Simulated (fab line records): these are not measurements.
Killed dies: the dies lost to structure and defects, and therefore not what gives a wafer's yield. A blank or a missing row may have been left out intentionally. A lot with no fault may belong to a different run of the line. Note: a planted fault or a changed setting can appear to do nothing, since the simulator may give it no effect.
fab line records    flow n5-finfet
record: lots: 7  wafers: 39
route steps=1938 shown FIN_SAQP@96 MOL_CONTACT_COAG@563 BEOL_M0@748 BEOL_M2@883 BEOL_M5@1112
start-h: the number of hours between the record's first day and the start of the first shown wafer of the lot    wait-h: how many hours have passed since the lot's step before this one    " unchanged from the row above    L1.1+2: a single row standing in for several wafers    - value missing, or start not given    * or withheld: withheld    < > ~ a bound
route shown NAME@n: names a module that has steps shown in the file, with the first one's number in the route    usual: average and standard deviation across the fault-free wafers    same: alike in all rows    chamber/n: place in a boat    sites: the reading at each site    _std_site: how widely they spread, as a standard deviation    _edge_site: inner sites' mean taken away from outer sites' mean    radius-mm: how far each site lies from the wafer's centre    mask NAME#n: copy n    behind: the most recent tool/chamber to have shaped the wafer    hold: the reason the lot was held/the length of the hold in hours/how it ended    device: whichever transistor did not switch (one of n, p or np)    end of line: the same wafers' tests at the end of the route    a step with no rows: only its recipe    killed: the dies lost at the first sort to structure and to defects; this is not the yield of the wafer    map: the dies of a wafer, with x for killed, . for not killed, _ for no die there
set.NAME: the setting the step ran with; set.NAME@STEP: the setting that earlier step ran with    model.NAME: the simulator's own value behind a step, which no gauge read
one table per step and one row per wafer, for lots whose settings were changed on purpose
== steps ==
step: N5_FIN_SAQP_HM_DEP_03
recipe: material: SiNx  target-thk-a: 380  temp-c: 400  precursor: SiH4/NH3/N2  pressure-torr: 1.5  rf-w: 300  time-s: 33.6
lot.wafer  tool      chamber  start-h  wait-h  set.target-thk-a  model.SiNx_of_FIN_SAQP_HM_DEP_03.thk-nm
L079.1     pecvd-04  2        51.75    0.2     466.4             46.01
L079.2     "         1        "        "       380               36.96
L079.3     "         1        "        "       466.4             46.33
L079.4     "         2        "        "       466.4             47.12
L079.5     "         1        "        "       380               37.56
L079.6     "         2        "        "       380               38.52
L080.1     pecvd-04  2        58.68    0.2     299.1             29.2
L080.2     "         0        "        "       380               37.83
L080.3     "         1        "        "       299.1             28.83
L080.4     "         2        "        "       380               38.2
L080.5     "         0        "        "       380               38.19
L080.6     "         1        "        "       299.1             28.86
L082.1     pecvd-03  0        69.30    0.2     253.2             25.19
L082.2     "         1        "        "       380               37.44
L082.3     "         2        "        "       253.2             25.27
L082.4     "         1        "        "       380               38.44
L082.5     "         2        "        "       253.2             25.4
L082.6     "         0        "        "       380               38.45
L090.3     pecvd-01  2        117.10   0.1     380               37.96
L090.5     "         0        "        "       380               38.77
L090.6     "         2        "        "       380               38.32
L091.1     pecvd-04  1        123.21   0.2     267.5             26.19
L091.2     "         0        "        "       380               37.51
L091.3     "         0        "        "       267.5             27.19
L091.4     "         1        "        "       380               37.62
L091.5     "         0        "        "       267.5             26.54
L091.6     "         1        "        "       380               37.56
L093.1     pecvd-01  0        135.06   0.2     380               38.37
L093.2     "         1        "        "       456.1             45.13
L093.3     "         2        "        "       456.1             44.77
L093.4     "         1        "        "       380               37.77
L093.5     "         0        "        "       456.1             46.33
L093.6     "         2        "        "       380               38.03
L096.1     pecvd-04  0        153.18   0.2     380               38.05
L096.2     "         2        "        "       380               37.74
L096.3     "         1        "        "       575.5             56.85
L096.4     "         1        "        "       380               37.6
L096.5     "         0        "        "       575.5             58.09
L096.6     "         2        "        "       575.5             57.7
step: N5_FIN_SAQP_THK_MEAS_05
usual: thk-nm: 38.0/0.53
lot.wafer  tool           chamber  start-h  wait-h  set.target-thk-a@FIN_SAQP_HM_DEP_03  thk-nm
L079.1     film-metro-01  -        51.86    0.1     466.4                                46.0
L079.2     "              -        "        "       380                                  37.0
L079.3     "              -        "        "       466.4                                46.3
L079.4     "              -        "        "       466.4                                47.1
L079.5     "              -        "        "       380                                  37.6
L079.6     "              -        "        "       380                                  38.5
L080.1     film-metro-01  -        58.77    0.1     299.1                                29.2
L080.2     "              -        "        "       380                                  37.8
L080.3     "              -        "        "       299.1                                28.8
L080.4     "              -        "        "       380                                  38.2
L080.5     "              -        "        "       380                                  38.1
L080.6     "              -        "        "       299.1                                28.9
L082.1     film-metro-02  -        69.39    0.1     253.2                                25.2
L082.2     "              -        "        "       380                                  37.5
L082.3     "              -        "        "       253.2                                25.3
L082.4     "              -        "        "       380                                  38.4
L082.5     "              -        "        "       253.2                                25.4
L082.6     "              -        "        "       380                                  38.5
L090.3     film-metro-02  -        117.19   0.1     380                                  38.0
L090.5     "              -        "        "       380                                  38.7
L090.6     "              -        "        "       380                                  38.3
L091.1     film-metro-01  -        123.33   0.1     267.5                                26.2
L091.2     "              -        "        "       380                                  37.5
L091.3     "              -        "        "       267.5                                27.2
L091.4     "              -        "        "       380                                  37.6
L091.5     "              -        "        "       267.5                                26.6
L091.6     "              -        "        "       380                                  37.6
L093.1     film-metro-01  -        135.15   0.1     380                                  38.3
L093.2     "              -        "        "       456.1                                45.1
L093.3     "              -        "        "       456.1                                44.7
L093.4     "              -        "        "       380                                  37.8
L093.5     "              -        "        "       456.1                                46.3
L093.6     "              -        "        "       380                                  38.0
L096.1     film-metro-01  -        153.26   0.1     380                                  38.0
L096.2     "              -        "        "       380                                  37.8
L096.3     "              -        "        "       575.5                                56.9
L096.4     "              -        "        "       380                                  37.6
L096.5     "              -        "        "       575.5                                58.1
L096.6     "              -        "        "       575.5                                57.7
step: N5_FIN_SAQP_PECVD_47
recipe: material: a-Si  target-thk-a: 450  temp-c: 400  precursor: SiH4/He  pressure-torr: 3  rf-w: 100  time-s: 36.3
step: N5_FIN_SAQP_PECVD_48
recipe: material: SiNx  target-thk-a: 250  temp-c: 400  precursor: SiH4/NH3/N2  pressure-torr: 1.5  rf-w: 300  time-s: 22.1
step: N5_FIN_SAQP_MANDREL2_REMOVE_60
recipe: chemistry: HBr/Cl2/O2  bt-time-s: 10  target: a-Si  stop-on: SiNx  endpoint: OES-SiCl  over-etch-frac: 1  icp-w: 600  bias-w: 22  HBr_flow_sccm: 150  Cl2_flow_sccm: 80  O2_flow_sccm: 5  pressure-mtorr: 10
step: N5_FIN_SAQP_HM_OPEN_33
recipe: chemistry: CH3F/O2  target: SiNx  mask-material: SiO2  target-depth-a: 494  time-s: 70.6  pressure-mtorr: 30  source-w: 395  bias-w: 73  Ar_flow_sccm: 150  CH3F_flow_sccm: 30  O2_flow_sccm: 20  ion-energy-ev: 120  ends: cleared
usual: etch-rf-on-time-s: 68.4/2.2
lot.wafer  tool         chamber  start-h  wait-h  set.target-thk-a@FIN_SAQP_HM_DEP_03  etch-rf-on-time-s  model.etch.depth-nm
L079.1     rie-diel-03  1        56.86    0.0     466.4                                79.5               45.38
L079.2     "            0        "        "       380                                  68.8               36.34
L079.3     "            2        "        "       466.4                                83.0               45.7
L079.4     "            0        "        "       466.4                                87.8               46.49
L079.5     "            1        "        "       380                                  64.4               36.93
L079.6     "            2        "        "       380                                  68.0               37.89
L080.1     rie-diel-04  1        63.73    0.1     299.1                                53.5               28.53
L080.2     "            2        "        "       380                                  65.3               37.21
L080.3     "            3        "        "       299.1                                50.9               28.2
L080.4     "            3        "        "       380                                  68.0               37.51
L080.5     "            2        "        "       380                                  65.9               37.49
L080.6     "            1        "        "       299.1                                52.9               28.24
L082.1     rie-diel-03  2        73.86    0.0     253.2                                44.4               24.56
L082.2     "            3        "        "       380                                  68.5               36.77
L082.3     "            0        "        "       253.2                                46.5               24.58
L082.4     "            1        "        "       380                                  65.6               37.81
L082.5     "            1        "        "       253.2                                42.8               24.73
L082.6     "            0        "        "       380                                  71.3               37.76
L090.3     rie-diel-03  1        121.60   0.0     380                                  64.7               37.33
L090.5     "            2        "        "       380                                  67.5               38.14
L090.6     "            3        "        "       380                                  69.1               37.69
L091.1     rie-diel-01  2        128.50   0.2     267.5                                49.1               25.49
L091.2     "            1        "        "       380                                  69.3               36.85
L091.3     "            3        "        "       267.5                                49.0               26.56
L091.4     "            0        "        "       380                                  67.6               37
L091.5     "            2        "        "       267.5                                49.7               25.92
L091.6     "            1        "        "       380                                  69.9               36.94
L093.1     rie-diel-04  1        140.07   0.1     380                                  71.5               37.7
L093.2     "            2        "        "       456.1                                78.7               44.5
L093.3     "            3        "        "       456.1                                80.0               44.14
L093.4     "            0        "        "       380                                  69.0               37.08
L093.5     "            1        "        "       456.1                                86.5               45.64
L093.6     "            0        "        "       380                                  69.2               37.4
L096.1     rie-diel-01  2        158.75   0.0     380                                  70.3               37.42
L096.2     "            1        "        "       380                                  69.7               37.05
L096.3     "            3        "        "       575.5                                105.0              56.18
L096.4     "            0        "        "       380                                  68.6               36.97
L096.5     "            2        "        "       575.5                                107.4              57.47
L096.6     "            3        "        "       575.5                                105.5              57.07
step: N5_FIN_SAQP_ETCH_34
recipe: chemistry: C4F6/O2  target: SiO2  target-depth-a: 450  time-s: 15  ion-energy-ev: 250  pressure-mtorr: 30  source-w: 345  bias-w: 185  Ar_flow_sccm: 300  C4F6_flow_sccm: 10  O2_flow_sccm: 10  ends: cleared
lot.wafer  tool         chamber  start-h  wait-h  set.target-thk-a@FIN_SAQP_HM_DEP_03  model.SiNx_of_FIN_SAQP_HM_DEP_03.thk-nm
L079.1     rie-diel-03  1        56.93    0.0     466.4                                42.4
L079.2     "            0        "        "       380                                  33.4
L079.3     "            2        "        "       466.4                                42.8
L079.4     "            0        "        "       466.4                                43.6
L079.5     "            1        "        "       380                                  34
L079.6     "            2        "        "       380                                  35
L080.1     rie-diel-04  1        63.80    0.0     299.1                                25.6
L080.2     "            2        "        "       380                                  34.4
L080.3+6   "            3,1      "        "       299.1                                25.4
L080.4+5   "            3,2      "        "       380                                  34.6
L082.1+3   rie-diel-03  2,0      73.93    0.0     253.2                                21.6
L082.2     "            3        "        "       380                                  34
L082.4     "            1        "        "       380                                  35
L082.5     "            1        "        "       253.2                                21.8
L082.6     "            0        "        "       380                                  34.8
L090.3     rie-diel-03  1        121.67   0.0     380                                  34.4
L090.5     "            2        "        "       380                                  35.2
L090.6     "            3        "        "       380                                  34.8
L091.1     rie-diel-01  2        128.57   0.0     267.5                                22.6
L091.2     "            1        "        "       380                                  33.8
L091.3     "            3        "        "       267.5                                23.6
L091.4+6   "            0,1      "        "       380                                  34
L091.5     "            2        "        "       267.5                                23
L093.1     rie-diel-04  1        140.14   0.0     380                                  34.8
L093.2     "            2        "        "       456.1                                41.8
L093.3     "            3        "        "       456.1                                41.2
L093.4     "            0        "        "       380                                  34.2
L093.5     "            1        "        "       456.1                                42.8
L093.6     "            0        "        "       380                                  34.6
L096.1     rie-diel-01  2        158.82   0.0     380                                  34.6
L096.2+4   "            1,0      "        "       380                                  34
L096.3     "            3        "        "       575.5                                53.2
L096.5     "            2        "        "       575.5                                54.6
L096.6     "            3        "        "       575.5                                54.2
step: N5_MOL_CONTACT_COAG_PECVD_31
recipe: material: SiO2  target-thk-a: 460  temp-c: 400  precursor: TEOS/O2  pressure-torr: 6.5  rf-w: withheld  teos-flow-sccm: withheld  gas: O2  flow-sccm: 2650  time-s: 8.9
lot.wafer  tool      chamber  start-h  wait-h  set.time-s  model.SiO2_of_MOL_CONTACT_COAG_PECVD_31.thk-nm
L079.1     pecvd-01  0        127.21   0.3     11          55.8
L079.2     "         1        "        "       11          55.6
L079.3     "         2        "        "       11          56.4
L079.4     "         2        "        "       8.9         46.4
L079.5     "         1        "        "       8.9         45.6
L079.6     "         0        "        "       8.9         45.8
L080.1     pecvd-03  2        137.22   0.3     6.097       30.6
L080.2     "         0        "        "       6.097       31.4
L080.3     "         1        "        "       8.9         45.6
L080.4     "         1        "        "       6.097       31.6
L080.5     "         2        "        "       8.9         46
L080.6     "         0        "        "       8.9         46.2
L082.1     pecvd-03  1        147.44   0.3     11.89       60
L082.2     "         2        "        "       11.89       60.4
L082.3     "         0        "        "       8.9         46.6
L082.4     "         1        "        "       8.9         45.8
L082.5     "         2        "        "       8.9         46
L082.6     "         0        "        "       11.89       61.6
L090.3     pecvd-01  1        192.11   0.3     8.9         45.2
L090.5     "         0        "        "       8.9         46.8
L090.6     "         2        "        "       8.9         46.2
L091.1     pecvd-04  1        198.36   0.3     8.9         44.8
L091.2     "         0        "        "       11.06       57.8
L091.3     "         2        "        "       11.06       55.8
L091.4     "         2        "        "       11.06       57
L091.5     "         0        "        "       8.9         48
L091.6     "         1        "        "       8.9         45.4
L093.1     pecvd-01  1        211.72   0.3     8.9         45.2
L093.2+4   "         0,1      "        "       8.9         46
L093.3     "         0        "        "       8.9         47
L093.5     "         0        "        "       8.9         46.6
L093.6     "         1        "        "       8.9         45.6
L096.1+6   pecvd-03  1        230.29   0.3     3.665       19
L096.2     "         2        "        "       8.9         44.8
L096.3     "         0        "        "       8.9         45.6
L096.4     "         0        "        "       3.665       19.6
L096.5     "         2        "        "       8.9         46
step: N5_MOL_CONTACT_COAG_COAT_75
recipe: resist: SOC  temp-c: 250  time-s: 60  spin-rpm: 1500  resist-thk-nm: 60
step: N5_MOL_CONTACT_COAG_COAT_76
recipe: resist: SiARC  temp-c: 220  time-s: 60  spin-rpm: 1500  resist-thk-nm: 10
step: N5_MOL_CONTACT_COAG_ETCHBACK_135
recipe: chemistry: CHF3  target: SiO2  target-depth-a: 250  time-s: 16.7  ion-energy-ev: 200  pressure-mtorr: 30  source-w: 610  bias-w: 170  Ar_flow_sccm: 200  CHF3_flow_sccm: 50
step: N5_MOL_CONTACT_COAG_STRIP_118
recipe: chemistry: CHF3  resist: SiARC  rf-frequency-hz: 6e+07
step: N5_MOL_CONTACT_COAG_VIA_ETCH_46
recipe: chemistry: C4F6/O2  target-depth-a: 460  overetch-a: 92  mask-material: SOC  target: SiO2  bias-w: 455  pressure-mtorr: 10  time-s: 40  source-w: 325  Ar_flow_sccm: 300  C4F6_flow_sccm: 10  O2_flow_sccm: 10  ion-energy-ev: 575.3  ends: end-point
lot.wafer  tool         chamber  start-h  wait-h  set.time-s@MOL_CONTACT_COAG_PECVD_31  model.etch.depth-nm
L079.1     rie-diel-01  3        128.34   0.0     11                                    55.04
L079.2     "            0        "        "       11                                    55.56
L079.3     "            1        "        "       11                                    53.95
L079.4     "            2        "        "       8.9                                   46.39
L079.5     "            2        "        "       8.9                                   45.68
L079.6     "            3        "        "       8.9                                   45.78
L080.1     rie-diel-03  3        138.32   0.0     6.097                                 30.59
L080.2     "            1        "        "       6.097                                 31.46
L080.3     "            2        "        "       8.9                                   45.54
L080.4     "            0        "        "       6.097                                 31.64
L080.5     "            1        "        "       8.9                                   45.94
L080.6     "            2        "        "       8.9                                   46.18
L082.1     rie-diel-01  3        148.78   0.0     11.89                                 55.46
L082.2     "            1        "        "       11.89                                 53.88
L082.3     "            0        "        "       8.9                                   46.57
L082.4     "            1        "        "       8.9                                   45.71
L082.5     "            3        "        "       8.9                                   45.96
L082.6     "            0        "        "       11.89                                 55.69
L090.3     rie-diel-01  1        194.18   0.0     8.9                                   45.24
L090.5     "            3        "        "       8.9                                   46.72
L090.6     "            2        "        "       8.9                                   46.17
L091.1     rie-diel-01  0        200.10   0.0     8.9                                   44.76
L091.2     "            2        "        "       11.06                                 55.49
L091.3     "            1        "        "       11.06                                 55.09
L091.4     "            3        "        "       11.06                                 56.77
L091.5     "            2        "        "       8.9                                   47.99
L091.6     "            1        "        "       8.9                                   45.3
L093.1     rie-diel-03  3        214.05   0.0     8.9                                   45.29
L093.2     "            0        "        "       8.9                                   46.07
L093.3     "            2        "        "       8.9                                   46.97
L093.4     "            1        "        "       8.9                                   46.08
L093.5     "            1        "        "       8.9                                   46.56
L093.6     "            2        "        "       8.9                                   45.6
L096.1+6   rie-diel-03  1        232.05   0.0     3.665                                 19.04
L096.2     "            2        "        "       8.9                                   44.71
L096.3     "            0        "        "       8.9                                   45.64
L096.4     "            3        "        "       3.665                                 19.65
L096.5     "            0        "        "       8.9                                   45.96
step: N5_BEOL_M0_DEP_125
recipe: material: SiCN  target-thk-a: 80  temp-c: withheld  precursor: 3MS/NH3  pressure-torr: 3  rf-w: 202  time-s: 14
lot.wafer     tool      chamber  start-h  wait-h  set.target-thk-a  model.SiCN_of_BEOL_M0_DEP_125.thk-nm
L079.1+2      pecvd-04  0,1      148.72   0.0     80                8
L079.3+4      "         2,1      "        "       49.79             5
L079.5        "         0        "        "       80                8.2
L079.6        "         2        "        "       49.79             5.2
L080.1+5      pecvd-03  0        156.11   0.0     57.01             5.6
L080.2        "         2        "        "       57.01             5.8
L080.3+6      "         2        "        "       80                8
L080.4        "         0        "        "       80                7.8
L082.1+2+4+6  pecvd-04  0,1,0,1  167.01   0.0     80                8
L082.3+5      "         2        "        "       80                8.2
L090.3+5      pecvd-03  2,0      220.77   0.0     80                8
L090.6        "         2        "        "       80                8.2
L091.1+4      pecvd-04  2        221.16   0.0     80                8.2
L091.2+5      "         0,1      "        "       50.82             5
L091.3        "         1        "        "       50.82             4.8
L091.6        "         0        "        "       80                8
L093.1        pecvd-04  0        232.74   0.0     80                7.8
L093.2        "         2        "        "       105.4             10.6
L093.3        "         1        "        "       105.4             10.4
L093.4        "         2        "        "       105.4             11
L093.5+6      "         1,0      "        "       80                8
L096.1+5+6    pecvd-04  2,0,1    258.49   0.0     80                8
L096.2        "         1        "        "       103               10
L096.3        "         0        "        "       103               10.2
L096.4        "         2        "        "       103               10.4
step: N5_BEOL_M2_ETCHBACK_99
recipe: chemistry: CHF3  target: SiO2  target-depth-a: 50  time-s: 10.4  source-w: 215  bias-w: 47  Ar_flow_sccm: 200  CHF3_flow_sccm: 12  ion-energy-ev: 100  pressure-mtorr: 30
lot.wafer   tool         chamber  start-h  wait-h  set.time-s  model.CAR-EUV_of_BEOL_M2_COAT_22.thk-nm
L079.1+3+6  rie-diel-01  3,1,0    165.40   1.8     10.4        10.4
L079.2+4+5  "            2,0,3    "        "       4.168       10.8
L080.1+6    rie-diel-04  0        171.50   2.1     10.4        10.4
L080.2      "            1        "        "       10.4        10.6
L080.3+4+5  "            2,3,1    "        "       6.029       10.8
L082.1+2+3  rie-diel-01  1,3,2    179.02   0.1     5.734       10.8
L082.4+5+6  "            0,1,0    "        "       10.4        10.4
L090.3      rie-diel-01  0        234.11   1.0     10.4        10.2
L090.5+6    "            1,2      "        "       10.4        10.4
L091.1      rie-diel-01  2        236.93   2.7     10.4        10.4
L091.2+5+6  "            3,2,1    "        "       8.641       10.6
L091.3      "            1        "        "       10.4        10.6
L091.4      "            0        "        "       10.4        10.2
L093.1+2+4  rie-diel-03  0,3,1    247.73   3.3     8.781       10.6
L093.3+6    "            2,1      "        "       10.4        10.4
L093.5      "            2        "        "       10.4        10.6
L096.1+3    rie-diel-01  3,0      278.48   7.1     8.582       10.6
L096.2      "            1        "        "       10.4        10.6
L096.4+5    "            2        "        "       10.4        10.4
L096.6      "            1        "        "       8.582       10.4
step: N5_BEOL_M5_ILD_DEP_00
recipe: material: SiCOH_lowk  target-thk-a: 1406.4  temp-c: 300  precursor: DEMS/porogen  pressure-torr: 5  rf-w: 500  time-s: 25.9
lot.wafer  tool      chamber  start-h  wait-h  set.time-s  model.SiCOH_lowk_of_BEOL_M5_ILD_DEP_00.thk-nm
L079.1     pecvd-02  0        196.92   0.8     25.9        142
L079.2     "         1        "        "       25.9        140.8
L079.3     "         2        "        "       25.9        138.4
L079.4     "         1        "        "       25.9        141.6
L079.5     "         2        "        "       25.9        141.4
L079.6     "         0        "        "       25.9        144.4
L080.1     pecvd-03  0        202.01   0.8     36.9        196.4
L080.2     "         2        "        "       25.9        138.4
L080.3     "         1        "        "       25.9        141.4
L080.4     "         2        "        "       25.9        142
L080.5     "         1        "        "       36.9        201.8
L080.6     "         0        "        "       36.9        199
L082.1     pecvd-02  2        210.12   0.8     25.9        138.8
L082.2     "         1        "        "       12.26       68.4
L082.3     "         0        "        "       12.26       67.8
L082.4     "         0        "        "       25.9        141
L082.5     "         1        "        "       12.26       66.8
L082.6     "         2        "        "       25.9        140
L090.3     pecvd-01  1        259.85   0.5     25.9        141.6
L090.5     "         2        "        "       25.9        139.4
L090.6     "         1        "        "       25.9        143.4
L091.1     pecvd-01  1        260.87   0.8     25.9        139.6
L091.2     "         2        "        "       25.9        135.8
L091.3     "         0        "        "       25.9        139.4
L091.4+6   "         1,0      "        "       25.9        141.4
L091.5     "         2        "        "       25.9        137.6
L093.1     pecvd-02  2        279.10   0.8     25.9        136
L093.2     "         1        "        "       25.9        133.8
L093.3     "         0        "        "       25.9        134.8
L093.4     "         2        "        "       25.9        136.6
L093.5     "         1        "        "       25.9        136.8
L093.6     "         0        "        "       25.9        138.6
L096.1+5   pecvd-02  0,1      304.88   0.8     25.9        139.8
L096.2     "         1        "        "       25.9        138.4
L096.3     "         1        "        "       25.9        139.4
L096.4     "         0        "        "       25.9        141.8
L096.6     "         0        "        "       25.9        141.6
step: N5_BEOL_M5_CURE_79
recipe: temp-c: 385  time-s: 240  ambient: He/Ar  material: SiCOH_lowk
lot.wafer  tool        chamber  start-h  wait-h  set.time-s@BEOL_M5_ILD_DEP_00  model.SiCOH_lowk_of_BEOL_M5_ILD_DEP_00.thk-nm
L079.1     uv-cure-01  2        196.98   0.0     25.9                           122.2
L079.2     "           2        "        "       25.9                           121.2
L079.3     "           2        "        "       25.9                           119
L079.4     "           2        "        "       25.9                           121.8
L079.5     "           2        "        "       25.9                           121.6
L079.6     "           2        "        "       25.9                           124.2
L080.1     uv-cure-03  1        202.15   0.1     36.9                           169.4
L080.2     "           1        "        "       25.9                           119
L080.3     "           1        "        "       25.9                           121.6
L080.4     "           1        "        "       25.9                           122.2
L080.5     "           1        "        "       36.9                           174.2
L080.6     "           1        "        "       36.9                           171.8
L082.1     uv-cure-01  2        210.18   0.0     25.9                           119.4
L082.2     "           2        "        "       12.26                          58.6
L082.3     "           2        "        "       12.26                          58.2
L082.4     "           2        "        "       25.9                           121.4
L082.5     "           2        "        "       12.26                          57.2
L082.6     "           2        "        "       25.9                           120.6
L090.3     uv-cure-02  0        260.07   0.2     25.9                           121.8
L090.5     "           0        "        "       25.9                           120
L090.6     "           0        "        "       25.9                           123.4
L091.1     uv-cure-01  1        260.93   0.0     25.9                           120.2
L091.2     "           1        "        "       25.9                           116.8
L091.3     "           1        "        "       25.9                           120
L091.4     "           1        "        "       25.9                           121.8
L091.5     "           1        "        "       25.9                           118.4
L091.6     "           1        "        "       25.9                           121.6
L093.1     uv-cure-03  1        279.16   0.0     25.9                           117
L093.2     "           1        "        "       25.9                           115
L093.3     "           1        "        "       25.9                           116
L093.4     "           1        "        "       25.9                           117.4
L093.5     "           1        "        "       25.9                           117.6
L093.6     "           1        "        "       25.9                           119.2
L096.1+5   uv-cure-01  0        304.96   0.1     25.9                           120.2
L096.2     "           0        "        "       25.9                           119
L096.3     "           0        "        "       25.9                           120
L096.4     "           0        "        "       25.9                           122
L096.6     "           0        "        "       25.9                           121.8
step: N5_BEOL_M5_THK_MEAS_01
recipe: reads: SiCOH_lowk_of_BEOL_M5_ILD_DEP_00
usual: M5_ILD_THK: 120.2/1.8
lot.wafer  tool           chamber  start-h  wait-h  set.time-s@BEOL_M5_ILD_DEP_00  M5_ILD_THK[nm]
L079.1     film-metro-02  -        197.49   0.4     25.9                           122.3
L079.2     "              -        "        "       25.9                           121.2
L079.3     "              -        "        "       25.9                           119.2
L079.4     "              -        "        "       25.9                           121.8
L079.5     "              -        "        "       25.9                           121.6
L079.6     "              -        "        "       25.9                           124.3
L080.1     film-metro-01  -        202.67   0.4     36.9                           169.5
L080.2     "              -        "        "       25.9                           119.2
L080.3     "              -        "        "       25.9                           121.6
L080.4     "              -        "        "       25.9                           122.2
L080.5     "              -        "        "       36.9                           174.2
L080.6     "              -        "        "       36.9                           171.7
L082.1     film-metro-01  -        210.69   0.4     25.9                           119.5
L082.2     "              -        "        "       12.26                          58.6
L082.3     "              -        "        "       12.26                          58.1
L082.4     "              -        "        "       25.9                           121.2
L082.5     "              -        "        "       12.26                          57.2
L082.6     "              -        "        "       25.9                           120.5
L090.3     film-metro-02  -        260.42   0.3     25.9                           121.8
L090.5     "              -        "        "       25.9                           120.0
L090.6     "              -        "        "       25.9                           123.4
L091.1     film-metro-01  -        261.44   0.4     25.9                           120.1
L091.2     "              -        "        "       25.9                           116.7
L091.3     "              -        "        "       25.9                           120.0
L091.4     "              -        "        "       25.9                           121.7
L091.5     "              -        "        "       25.9                           118.3
L091.6     "              -        "        "       25.9                           121.5
L093.1     film-metro-02  -        279.68   0.4     25.9                           116.9
L093.2     "              -        "        "       25.9                           115.1
L093.3     "              -        "        "       25.9                           115.9
L093.4     "              -        "        "       25.9                           117.5
L093.5     "              -        "        "       25.9                           117.7
L093.6     "              -        "        "       25.9                           119.3
L096.1     film-metro-01  -        305.47   0.4     25.9                           120.2
L096.2     "              -        "        "       25.9                           119.0
L096.3     "              -        "        "       25.9                           119.9
L096.4     "              -        "        "       25.9                           122.0
L096.5     "              -        "        "       25.9                           120.2
L096.6     "              -        "        "       25.9                           121.9
== key ==
split: step: N5_FIN_SAQP_HM_DEP_03  setting: target-thk-a  stated: 380  by: wafer
response: step: N5_FIN_SAQP_HM_DEP_03  reading: model.SiNx_of_FIN_SAQP_HM_DEP_03.thk-nm  change: +0.384  per: 1%  r: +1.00
response: step: N5_FIN_SAQP_THK_MEAS_05  reading: thk-nm  change: *  per: 1%  r: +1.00
response: step: N5_FIN_SAQP_HM_OPEN_33  reading: etch-rf-on-time-s  change: *  per: 1%  r: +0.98
response: step: N5_FIN_SAQP_HM_OPEN_33  reading: model.etch.depth-nm  change: +0.384  per: 1%  r: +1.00
response: step: N5_FIN_SAQP_ETCH_34  reading: model.SiNx_of_FIN_SAQP_HM_DEP_03.thk-nm  change: +0.385  per: 1%  r: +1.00
split: step: N5_MOL_CONTACT_COAG_PECVD_31  setting: time-s  stated: 8.9  by: wafer
response: step: N5_MOL_CONTACT_COAG_PECVD_31  reading: model.SiO2_of_MOL_CONTACT_COAG_PECVD_31.thk-nm  change: +0.445  per: 1%  r: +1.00
response: step: N5_MOL_CONTACT_COAG_VIA_ETCH_46  reading: model.etch.depth-nm  change: +0.409  per: 1%  r: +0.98
split: step: N5_BEOL_M0_DEP_125  setting: target-thk-a  stated: 80  by: wafer
response: step: N5_BEOL_M0_DEP_125  reading: model.SiCN_of_BEOL_M0_DEP_125.thk-nm  change: +0.0822  per: 1%  r: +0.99
split: step: N5_BEOL_M2_ETCHBACK_99  setting: time-s  stated: 10.4  by: wafer
response: step: N5_BEOL_M2_ETCHBACK_99  reading: model.CAR-EUV_of_BEOL_M2_COAT_22.thk-nm  change: -0.00762  per: 1%  r: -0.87
split: step: N5_BEOL_M5_ILD_DEP_00  setting: time-s  stated: 25.9  by: wafer
response: step: N5_BEOL_M5_ILD_DEP_00  reading: model.SiCOH_lowk_of_BEOL_M5_ILD_DEP_00.thk-nm  change: +1.37  per: 1%  r: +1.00
response: step: N5_BEOL_M5_CURE_79  reading: model.SiCOH_lowk_of_BEOL_M5_ILD_DEP_00.thk-nm  change: +1.19  per: 1%  r: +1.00
response: step: N5_BEOL_M5_THK_MEAS_01  reading: M5_ILD_THK  change: +1.19  per: 1%  r: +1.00
